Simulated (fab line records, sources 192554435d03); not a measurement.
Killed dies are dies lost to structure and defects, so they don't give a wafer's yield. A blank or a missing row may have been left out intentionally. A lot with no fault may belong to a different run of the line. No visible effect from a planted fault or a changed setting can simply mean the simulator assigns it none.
Which tool was responsible? | flow n5Finfet | 10 lots (30 wafers sampled), 1 step of a 1938-step route

WHAT THE GAUGES READ, wafer by wafer
N5_BEOL_M1_CD_MEAS_28: target cd y 23.3 nm.
lot  | measured     | on       | cdNm (nm)
L466 | day 6 07:21  | cdSem-02 | 23.91 24.27 24.26
L467 | day 6 12:28  | cdSem-03 | 23.89 23.90 23.78
L470 | day 7 05:22  | cdSem-02 | 24.44 24.20 23.90
L472 | day 7 15:17  | cdSem-02 | 23.70 23.99 24.41
L471 | day 7 15:32  | cdSem-01 | 24.21 24.18 23.68
L479 | day 9 09:06  | cdSem-02 | 24.22 23.91 23.89
L485 | day 10 20:33 | cdSem-03 | 24.18 23.94 23.89
L486 | day 11 04:39 | cdSem-02 | 24.30 23.79 24.39
L488 | day 11 14:03 | cdSem-02 | 23.77 24.24 24.08
L489 | day 11 21:24 | cdSem-01 | 24.50 24.20 24.19

EACH LOT AND THE TOOL THAT RAN IT (in order: tool; ch and the chambers of the sampled wafers; start)
The record shows no process step preceding these readings.

THE ANSWER, worked out from the rows above alone
Rule: what is usual is taken from the lots themselves. The widest of any qualifying gaps counts: lots, ordered by their means at a reading, are off when they make up no more than a third of the lots, leave a main group of 4 or more, and stand apart from it by 3 or more times the standard deviation of that group's means. A main group is skipped when, at the precision printed for the reading in the tables above, its means are all equal. Also off: a lot with no number at a reading for which 4 or more lots have one. Any other lot the step has rows for is counted as sound.
None of the lots is off at any reading shown; this tells nothing.

WHAT HAD BEEN PUT IN BY THE SIMULATOR
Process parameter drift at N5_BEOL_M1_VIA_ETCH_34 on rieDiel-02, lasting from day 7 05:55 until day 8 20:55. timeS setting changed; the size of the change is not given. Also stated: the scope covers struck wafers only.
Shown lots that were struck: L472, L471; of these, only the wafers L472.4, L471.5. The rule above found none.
